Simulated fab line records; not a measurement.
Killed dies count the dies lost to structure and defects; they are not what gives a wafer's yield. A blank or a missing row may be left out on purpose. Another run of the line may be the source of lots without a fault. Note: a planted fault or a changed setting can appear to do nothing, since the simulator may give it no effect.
Matching of chambers ; flow nand harc ; NHARC_A_CHANNEL_HOLE_D1_ETCH_44 on rie diel-10: 4 sister chambers
The step etches the open film in CF4/O2, target depth 140 nm, overetch 14 nm, time 77 s. 19 wafers are shown with their chamber, then 9 later ones without.

WAFERS WITH THEIR CHAMBER
wafer;chamber;drypump motor current A (A);rf vpp V (V);oes product au (a.u.)
L418.1;2;6.0;197.4;0.978
L418.3;3;6.2;199.2;0.999
L418.5;3;6.2;198.7;0.996
L419.2;3;6.2;198.7;0.996
L419.4;1;5.4;198.3;0.996
L419.5;0;5.9;195.9;0.997
L420.4;1;5.4;199.2;0.994
L420.5;1;5.4;199.6;1.002
L420.6;2;6.1;198.1;0.977
L422.1;0;5.9;198.1;0.996
L422.3;1;5.4;199.1;0.994
L422.6;1;5.4;198.1;0.991
L424.3;0;5.9;196.5;1.004
L424.5;2;6.0;197.6;0.986
L424.6;3;6.3;198.0;0.998
L426.1;0;5.9;197.0;0.999
L426.2;2;6.0;196.2;1.003
L426.5;3;6.2;199.8;0.993
L427.1;0;5.9;196.3;0.996

SIGNATURES (means of the wafers above)
reading;chamber 0;chamber 1;chamber 2;chamber 3;scatter within a chamber
drypump motor current A;5.900;5.400;6.025;6.220;0.0321
rf vpp V;196.760;198.860;197.325;198.880;0.74
oes product au;0.99840;0.99540;0.98600;0.99640;0.00615
Rule: distance of a wafer from a chamber = root of the sum over the readings of ((wafer's reading minus chamber's mean) / reading's scatter) squared. The wafer belongs to the nearest chamber; if the next one is less than 2 further off, it can't be placed. The scatter: take each reading less its chamber's mean, square it, sum over the shown wafers, divide by the number of wafers less the number of chambers, and take the root.

WAFERS MISSING THEIR CHAMBER
wafer;drypump motor current A (A);rf vpp V (V);oes product au (a.u.)
L427.4;6.2;199.2;0.990
L427.5;6.0;195.8;0.985
L435.5;6.0;197.2;1.017
L435.6;5.4;199.1;1.015
L437.1;6.0;196.6;1.000
L437.6;5.4;199.6;0.998
L439.1;5.4;199.2;0.997
L439.3;6.2;198.9;0.993
L439.6;6.2;197.2;0.992

THE CHAMBER EACH PASSED THROUGH
wafer;from the rows above;in truth
L427.4;3;3
L427.5;can't be placed: 2 or 0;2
L435.5;can't be placed: 0 or 2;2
L435.6;1;1
L437.1;can't be placed: 2 or 0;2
L437.6;1;1
L439.1;1;1
L439.3;3;3
L439.6;3;3
Correct placement for 6 of the 9. Can't be placed from these rows: 3 (the true chamber is among the candidates in 3). Number placed wrongly: 0.
